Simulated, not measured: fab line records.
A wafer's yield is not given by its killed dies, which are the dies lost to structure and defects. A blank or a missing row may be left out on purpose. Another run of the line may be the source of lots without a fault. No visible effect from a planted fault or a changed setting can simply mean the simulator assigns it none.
Matching of chambers | flow nand_harc | rie_diel-11 running NHARC_A_M1_ETCH_35: 4 sister chambers
The step etches the open film in N2/H2, target depth 40 nm, overetch 12 nm, time 43.94 s. 20 wafers are shown with their chamber, then 10 later ones without.

## WAFERS, EACH WITH ITS CHAMBER
wafer  | chamber | drypump_motor_current_A (A) | rf_vpp_V (V) | oes_product_au (a.u.)
L077.3 | 1       | 5.4                         | 428.5        | 0.996
L077.4 | 3       | 5.7                         | 431.2        | 1.009
L077.6 | 1       | 5.4                         | 427.4        | 1.003
L076.2 | 1       | 5.4                         | 427.4        | 1.013
L076.4 | 0       | 5.5                         | 429.9        | 1.030
L076.6 | 2       | 6.5                         | 429.5        | 1.010
L079.2 | 2       | 6.5                         | 429.4        | 1.000
L079.3 | 3       | 5.8                         | 430.4        | 1.017
L079.4 | 1       | 5.4                         | 425.0        | 0.998
L085.1 | 3       | 5.8                         | 429.3        | 1.004
L085.2 | 0       | 5.5                         | 431.5        | 1.012
L085.4 | 1       | 5.4                         | 427.8        | 0.984
L083.1 | 1       | 5.4                         | 428.0        | 0.995
L083.3 | 3       | 5.7                         | 428.8        | 1.012
L083.6 | 3       | 5.8                         | 430.9        | 1.012
L086.1 | 2       | 6.5                         | 428.6        | 1.019
L086.3 | 1       | 5.4                         | 427.4        | 0.995
L086.6 | 2       | 6.5                         | 429.1        | 1.014
L092.1 | 2       | 6.5                         | 429.8        | 1.008
L092.3 | 3       | 5.8                         | 429.6        | 1.009

SIGNATURES (means of the wafers above)
reading                 | chamber 0 | chamber 1 | chamber 2 | chamber 3 | scatter within a chamber
drypump_motor_current_A | 5.500     | 5.400     | 6.500     | 5.767     | 0.0289
rf_vpp_V                | 430.700   | 427.357   | 429.280   | 430.033   | 0.938
oes_product_au          | 1.02100   | 0.99771   | 1.01020   | 1.01050   | 0.0076
Rule: distance of a wafer from a chamber = root of the sum over the readings of ((wafer's reading minus chamber's mean) / reading's scatter) squared. The wafer belongs to the nearest chamber; if the next one is less than 2 further off, it can't be placed. The scatter: the root of (the sum of the squares of (reading less its chamber's mean) over the shown wafers, divided by (wafers less chambers)).

## WAFERS WHOSE CHAMBER IS MISSING
wafer  | drypump_motor_current_A (A) | rf_vpp_V (V) | oes_product_au (a.u.)
L092.4 | 5.4                         | 425.1        | 0.984
L089.1 | 6.5                         | 428.9        | 1.004
L089.3 | 5.4                         | 429.1        | 0.988
L089.6 | 5.8                         | 430.1        | 0.996
L088.2 | 5.7                         | 429.7        | 0.993
L088.4 | 5.4                         | 427.1        | 0.984
L088.5 | 6.5                         | 428.8        | 1.001
L097.2 | 5.4                         | 427.9        | 0.991
L097.4 | 5.8                         | 429.9        | 1.014
L097.5 | 6.5                         | 428.7        | 1.001

## EACH ONE'S CHAMBER
wafer  | from the rows above | in truth
L092.4 | 1                   | 1
L089.1 | 2                   | 2
L089.3 | 1                   | 1
L089.6 | 3                   | 3
L088.2 | 3                   | 3
L088.4 | 1                   | 1
L088.5 | 2                   | 2
L097.2 | 1                   | 1
L097.4 | 3                   | 3
L097.5 | 2                   | 2
Correctly placed: 10 of 10. Can't be placed from these rows: 0. Placed wrongly: 0.
